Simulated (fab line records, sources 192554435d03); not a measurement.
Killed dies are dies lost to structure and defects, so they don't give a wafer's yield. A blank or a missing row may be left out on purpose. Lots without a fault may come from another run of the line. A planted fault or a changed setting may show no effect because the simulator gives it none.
Which tool did it? | flow n5_finfet | 7 lots, 18 wafers sampled, at 5 steps of a route of 1938

WHAT THE GAUGES READ, wafer by wafer
N5_BEOL_M15_RC_MEAS_101.
lot  | measured     | on        | SERP_M10_max_site (ohm/um)
L804 | day 11 14:20 | prober-01 | 3.17 3.17 3.31
L812 | day 13 15:31 | prober-02 | 3.06 3.18 3.27
L816 | day 15 03:05 | prober-01 | 3.26 3.26 3.23
L819 | day 16 16:48 | prober-02 | 3.12 3.37 3.32
L822 | day 16 19:33 | prober-02 | 4.83 4.73 4.35

WHICH TOOL RAN EACH LOT (tool, then ch and the chambers of the sampled wafers, then the start)
lot  | N5_BEOL_M10_ETCH_61                | N5_BEOL_M10_DESCUM_33              | N5_BEOL_M10_TRENCH_ETCH_37         | N5_BEOL_M10_DEGAS_44
L804 | rie_diel-04 ch 2,3, day 9 17:25    | rie_diel-04 ch 1,2,3, day 9 20:59  | rie_diel-04 ch 1,2,3, day 9 21:18  | pvd_sputter-02, day 9 22:00
L812 | rie_diel-04 ch 0,1,3, day 11 18:42 | rie_diel-06 ch 0,2,3, day 11 20:58 | rie_diel-06 ch 0,2,3, day 11 21:17 | pvd_sputter-01, day 11 22:06
L816 | rie_diel-05 ch 0,1,3, day 13 05:32 | rie_diel-05 ch 0,1,3, day 13 06:51 | rie_diel-05 ch 0,1,3, day 13 07:10 | pvd_sputter-01, day 13 08:01
L819 | rie_diel-04 ch 0,1, day 14 10:13   | rie_diel-04 ch 1,2,3, day 14 11:55 | rie_diel-04 ch 1,2,3, day 14 12:13 | pvd_sputter-02, day 14 13:39
L822 | rie_diel-06 ch 1,2,3, day 14 21:32 | rie_diel-06 ch 0,1, day 15 00:11   | rie_diel-06 ch 0,1, day 15 00:30   | pvd_sputter-02, day 15 01:38
L825 | rie_diel-05 ch 2,3, day 16 08:39   | rie_diel-04 ch 0,2, day 16 10:56   | rie_diel-04 ch 0,2, day 16 11:15   | pvd_sputter-02, day 16 12:31
L826 | rie_diel-05 ch 1, day 16 21:34     | rie_diel-05 ch 3, day 16 23:15     | rie_diel-05 ch 3, day 16 23:34     | pvd_sputter-02, day 17 00:56
- N5_BEOL_M10_ETCH_61: etches SiARC in CF4, target depth 39 nm, time 65 s.
- N5_BEOL_M10_DESCUM_33: chemistry O2, time 7.9 s.
- N5_BEOL_M10_TRENCH_ETCH_37: etches SiCOH lowk in C4F6/O2, target depth 148.83 nm, time 48 s.
- N5_BEOL_M10_DEGAS_44: time 60 s.

THE ANSWER, worked out from the rows above alone
Rule: what is usual is taken from the lots themselves. Put in order of their means at a reading, lots are off if they are a third of the lots or fewer, leave a main group of 4 or more, and stand apart from it by a gap of 3 or more times the standard deviation of the main group's means; of several such gaps the widest counts. A main group whose means are all the same, to the digits that the tables above print for the reading, isn't used. A lot without any number at a reading at which 4 lots or more have one is off too. The other lots that the step has rows for count as sound.
Off: L822, at N5_BEOL_M15_RC_MEAS_101 (SERP_M10_max_site). The main group: mean 3.23 ohm/um, standard deviation 0.038. Neither off nor sound, because the step has no rows for them: L825, L826.
A tool fits if, at a process step before that reading, it ran every lot that is off, and no sound lot after the first of them. The gauges at N5_BEOL_M15_RC_MEAS_101 are tried like those tools. Can't be told from this: 3 tools fit, rie_diel-06 at N5_BEOL_M10_ETCH_61 and N5_BEOL_M10_DESCUM_33 and N5_BEOL_M10_TRENCH_ETCH_37, pvd_sputter-02 at N5_BEOL_M10_DEGAS_44, prober-02 at N5_BEOL_M15_RC_MEAS_101.

WHAT THE SIMULATOR HAD PUT IN
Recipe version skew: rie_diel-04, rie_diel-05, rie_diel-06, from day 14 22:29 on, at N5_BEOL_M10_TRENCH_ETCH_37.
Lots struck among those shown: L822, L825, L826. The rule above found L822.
